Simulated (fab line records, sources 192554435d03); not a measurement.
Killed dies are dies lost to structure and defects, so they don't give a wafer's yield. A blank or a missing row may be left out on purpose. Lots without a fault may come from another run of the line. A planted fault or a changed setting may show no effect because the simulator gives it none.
Split-lot experiment | flow n5_finfet | 7 lots, 21 wafers read, on a route of 1938 steps

THE SPLIT
At N5_BEOL_M7_EXPOSE_08 (exposes mask M7), the setting dose_mj was moved away from the recipe's 68.25 on 9 of the 21 wafers read, by -6.1% to +5.1%. The other wafers ran this setting at the recipe's value.

FROM THE SPLIT TO THE READING: what the file shows between them, 22 steps
- N5_BEOL_M7_PEB_09: peb time 60 s
- N5_BEOL_M7_DEVELOP_10: develop time 30 s
- N5_BEOL_M7_CD_MEAS_11: target cd 38.5 nm
- N5_BEOL_M7_DESCUM_16: chemistry O2, time 7.9 s
- N5_BEOL_M7_ETCH_61: etches SiARC in CF4, target depth 45.5 nm, time 75.8 s
- N5_BEOL_M7_ETCH_62: etches SOC in N2/H2, target depth 110 nm, overetch 22 nm, time 165 s (also split here: source_w)
- N5_BEOL_M7_STRIP_68: strips in N2/H2
- N5_BEOL_M7_STRIP_67: strips in CF4
- N5_BEOL_M7_HM_OPEN_17: chemistry Cl2/BCl3, target TiN, target depth 20 nm, overetch 6 nm
- N5_BEOL_M7_STRIP_19: strips in O2
- N5_BEOL_M7_CD_MEAS_18: pitch 80 nm, target cd 40 nm
- N5_BEOL_M7_DESCUM_33: chemistry O2, time 7 s (also split here: time_s)
- N5_BEOL_M7_ETCH_72: etches underlayer in N2/H2, target depth 6.5 nm, time 5.2 s
- N5_BEOL_M7_ETCH_65: etches SiARC in CF4, target depth 15.6 nm, time 26 s
- N5_BEOL_M7_TRENCH_ETCH_37: etches SiCOH lowk in C4F6/O2, target depth 93.478 nm, time 31.2 s (also split here: time_s)
- N5_BEOL_M7_ETCH_41: etches SiCN in CH3F/O2, target depth 31.9 nm, time 57.8 s
- N5_BEOL_M7_STRIP_80: strips in N2/H2, time 10 s
- N5_BEOL_M7_OCD_MEAS_38
- N5_BEOL_M7_HM_STRIP_39: strips TiN in peroxide tin strip, target depth 25 nm, time 158 s
- N5_BEOL_M7_SRD_40: time 30 s
- N5_BEOL_M7_PRECLEAN_42: cleans in residue remover, time 60 s
- N5_BEOL_M7_SRD_43: time 30 s

THE READING
cd_nm, in nm, at N5_BEOL_M7_CD_MEAS_35 (target cd 40 nm). Fault-free wafers of this fab line usually give 40.2 nm, standard deviation 0.55 nm.

wafer  | tool, chamber at the split | dose_mj as run | against the recipe | cd_nm, nm | against lot-mates on the recipe
L080.1 | arfi_scanner-03, 0         | 68.25          | recipe             | 40.3      | -
L080.2 | arfi_scanner-03, 0         | 68.25          | recipe             | 40.3      | -
L080.6 | arfi_scanner-03, 0         | 68.25          | recipe             | 41.3      | -
L081.2 | arfi_scanner-01, 0         | 68.25          | recipe             | 38.5      | -
L081.5 | arfi_scanner-01, 0         | 68.25          | recipe             | 38.9      | -
L081.6 | arfi_scanner-01, 0         | 64.64          | -5.3%              | 37.6      | -1.1
L083.1 | arfi_scanner-02, 0         | 70.73          | +3.6%              | 42.4      | +2.4
L083.2 | arfi_scanner-02, 0         | 68.25          | recipe             | 39.5      | -
L083.6 | arfi_scanner-02, 0         | 68.25          | recipe             | 40.6      | -
L087.2 | arfi_scanner-01, 0         | 68.25          | recipe             | 39.7      | -
L087.5 | arfi_scanner-01, 0         | 68.25          | recipe             | 40.1      | -
L087.6 | arfi_scanner-01, 0         | 68.25          | recipe             | 39.9      | -
L089.1 | arfi_scanner-03, 0         | 68.25          | recipe             | 40.1      | -
L089.3 | arfi_scanner-03, 0         | 71.74          | +5.1%              | 42.9      | +2.8
L089.4 | arfi_scanner-03, 0         | 71.74          | +5.1%              | 43.2      | +3.1
L092.1 | arfi_scanner-02, 0         | 71.7           | +5.1%              | 42.0      | +1.6
L092.3 | arfi_scanner-02, 0         | 71.7           | +5.1%              | 42.5      | +2.1
L092.5 | arfi_scanner-02, 0         | 68.25          | recipe             | 40.4      | -
L096.1 | arfi_scanner-01, 0         | 64.06          | -6.1%              | 37.8      | no lot-mate on the recipe
L096.3 | arfi_scanner-01, 0         | 64.06          | -6.1%              | 36.9      | no lot-mate on the recipe
L096.6 | arfi_scanner-01, 0         | 64.06          | -6.1%              | 37.3      | no lot-mate on the recipe

THE FIT
A straight line over all 21 wafers: cd_nm changes by +0.483 nm for each +1% of dose_mj; r = +0.94; the points scatter about the line by 0.65 nm.
The same after taking each lot's own level away (the mean of its wafers on the recipe; 18 wafers): +0.415 nm for each +1%; r = +0.91; scatter 0.53 nm.
On that fit, the largest move of dose_mj shifts the reading by 2.5 nm.
The lots' own levels span 38.70 to 40.63 nm, that is 3.5 times the standard deviation above.
So the lot-to-lot level changes the slope: the two fits differ.
Check: with one of the wafers moved furthest among these (-5.3%) left out of the fit, the line predicts -2.58 nm for it against its lot-mates. It came out at -1.1 nm against them.

OTHER SPLITS ON THESE WAFERS
These wafers also went through other splits before the reading. Each is held against what the fit with the lots' levels taken away leaves over:
other split on the same wafers   | wafers away from the commonest value | r with cd_nm (lot level and that fit taken away)
N5_BEOL_M7_ETCH_62 source_w      | 5                                    | +0.09
N5_BEOL_M7_DESCUM_33 time_s      | 5                                    | +0.23
N5_BEOL_M7_TRENCH_ETCH_37 time_s | 9                                    | +0.61

THE WHOLE CHAIN: every reading that the file lists as answering this split, in the file's order
step                  | what it does                                                         | reading                                                               | change (the file's fit)               | r (the file's)
N5_BEOL_M7_CD_MEAS_11 | target cd 38.5 nm                                                    | cd_nm                                                                 | +0.494 nm for each +1% of the setting | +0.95
N5_BEOL_M7_ETCH_61    | etches SiARC in CF4, target depth 45.5 nm, time 75.8 s               | BEOL_M7.cd_offset_nm (the simulator's own value, which no gauge read) | +0.461 nm for each +1% of the setting | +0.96
N5_BEOL_M7_ETCH_62    | etches SOC in N2/H2, target depth 110 nm, overetch 22 nm, time 165 s | BEOL_M7.cd_offset_nm (the simulator's own value, which no gauge read) | +0.436 nm for each +1% of the setting | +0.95
N5_BEOL_M7_CD_MEAS_18 | pitch 80 nm, target cd 40 nm                                         | cd_nm                                                                 | +0.441 nm for each +1% of the setting | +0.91
N5_BEOL_M7_CD_MEAS_35 | target cd 40 nm                                                      | cd_nm                                                                 | +0.42 nm for each +1% of the setting  | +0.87

THE FILE'S OWN FIT
cd_nm changes by +0.42 nm for each +1% of dose_mj, r = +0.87.
